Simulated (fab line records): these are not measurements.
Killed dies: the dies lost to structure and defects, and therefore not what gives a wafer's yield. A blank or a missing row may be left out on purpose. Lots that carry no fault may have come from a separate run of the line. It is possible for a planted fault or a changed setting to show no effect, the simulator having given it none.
A struck lot beside a sound one	flow nand-harc	21 out of 1302 route steps
Sound: wafers L730.1, L730.3, L730.5. Wafers L719.2, L719.5, L719.6 were the ones struck. The cause is given at the end.
For every step that has rows: the tool of each side, followed by ch and its chambers, followed by its first start. Under that, the readings that differ: sound wafers	struck wafers	difference of the means	sigmas: that difference in standard deviations of wafers without a fault.
alike: words and numbers the same on both sides, and readings whose means are apart by under 2 such deviations; not compared: readings that were withheld, readings missing a value for some wafer, numbers with overlapping values and no deviation given by the record, and bounds like >300 which may hide the same value.
The two part at a step that has a row with sigmas, a row that says differs or no value, or rows on one side only. Numbers that have no deviation but don't overlap get no sigmas and don't part them. A reading missing from all wafers of one side parts the sides only when that side holds two or more wafers.

first, 10 steps without rows for these wafers: NHARC_P_M1_PRE_CLEAN_32 (time 12 s); NHARC_P_M1_DEP_33 (deposits SiCN, target thk 30 nm); NHARC_P_M2_DEP_00 (deposits SiOC, target thk 182.5 nm); NHARC_P_M2_DEHYDRATE_01 (time 120 s); NHARC_P_M2_HMDS_02 (time 30 s); NHARC_P_M2_COAT_34 (time 65 s); NHARC_P_M2_COAT_03 (resist thk 90 nm); NHARC_P_M2_SOFTBAKE_04 (time 55 s); NHARC_P_M2_EBR_05; NHARC_P_M2_EXPOSE_06 (exposes mask P M2, target cd 170 nm).
NHARC_P_M2_PEB_07: peb time 65 s.
  sound on litho-track-06 ch 0, day 13 18:32; struck on litho-track-06 ch 0, day 9 13:58
reading	sound	struck	difference	sigmas
heater-power-total-W (W)	156.0 156.5 157.1	161.4 161.5 161.0	+4.8	+11
plate-temp-C (C)	99.86 99.87 100.07	102.04 102.17 102.06	+2.16	+15
then, 1 step without rows for these wafers: NHARC_P_M2_DEVELOP_08 (develop time 35 s).
NHARC_P_M2_CD_MEAS_09: the cd target is 170 nm.
  sound on cd-sem-01 ch 0, day 13 18:37; struck on cd-sem-01 ch 0
reading	sound	struck	difference	sigmas
cd-nm (nm)	170.4 170.4 170.1	176.8 177.5 176.9	+6.8	+15
  not compared: hold
NHARC_P_M2_OVL_MEAS_10: pitch 340 nm.
  sound on overlay-01 at day 13 18:42; struck on overlay-02 at day 9 18:47
reading	sound	struck	difference	sigmas
hold	- - -	await-dispo/4.5h/release await-dispo/4.5h/release await-dispo/4.5h/release	no value on the sound wafers	
  alike: overlay-x-nm, overlay-y-nm
NHARC_P_M2_DESCUM_14: chemistry O2, time 3 s.
  sound on rie-diel-04 ch 0,3, day 13 18:48; struck on rie-diel-13 ch 0,1, day 9 18:54
reading	sound	struck	difference	sigmas
model.P_M2.cd-nm (nm)	170.1 170.3 170	176.8 177.2 176.3	+6.6	
  alike: drypump-motor-current-A, oes-product-au, rf-vpp-V, showerhead-plenum-p-Torr, throttle-valve-pct
  not compared: rf-hours-counter-h
then, 2 steps without rows for these wafers: NHARC_P_M2_ETCH_35 (etches the open film in N2/H2, target depth 40 nm, overetch 12 nm, time 43.94 s); NHARC_P_M2_ETCH_15 (etches the open film in C4F8/Ar, target depth 182.5 nm, time 91.2 s).
NHARC_P_M2_CD_MEAS_16:
  sound on cd-sem-02 at day 13 19:06; struck on cd-sem-02 at day 9 19:25
reading	sound	struck	difference	sigmas
cd-nm (nm)	170.5 170.4 170.2	176.1 176.8 176.0	+5.9	+10
  not compared: hold
NHARC_P_M2_STRIP_18: strips in N2/H2.
  sound on rie-diel-04 ch 0,1,3, day 13 19:12; struck on rie-diel-04 ch 2,3, day 9 21:39
reading	sound	struck	difference	sigmas
hold	- - -	await-dispo/2.2h/release await-dispo/2.2h/release await-dispo/2.2h/release	no value on the sound wafers	
  alike: drypump-motor-current-A, oes-product-au, rf-vpp-V, showerhead-plenum-p-Torr, throttle-valve-pct
  not compared: rf-hours-counter-h
NHARC_P_M2_ETCH_28: etches the open film in CF4/N2, target depth 30 nm, time 72.99 s.
  sound: rie-diel-04 ch 0,2; struck: rie-diel-04 ch 0,1,3
reading	sound	struck	difference	sigmas
model.P_M2.cd-nm (nm)	170.3 170.3 169.6	176.4 177.3 176	+6.5	
  alike: drypump-motor-current-A, oes-product-au, rf-vpp-V, showerhead-plenum-p-Torr, throttle-valve-pct
  not compared: rf-hours-counter-h
then, 1 step without rows for these wafers: NHARC_P_M2_STRIP_19 (strips in post etch residue remover, time 600 s).

## WHERE THEY PART
At NHARC_P_M2_PEB_07 first; at NHARC_P_M2_STRIP_18 last (within this record only). Later steps at which nothing parts them and some readings are alike: NHARC_P_M2_ETCH_28.

WHY: the cause the simulator had injected
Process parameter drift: litho-track-06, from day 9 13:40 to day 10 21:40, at NHARC_P_M2_PEB_07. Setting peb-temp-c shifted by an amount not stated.
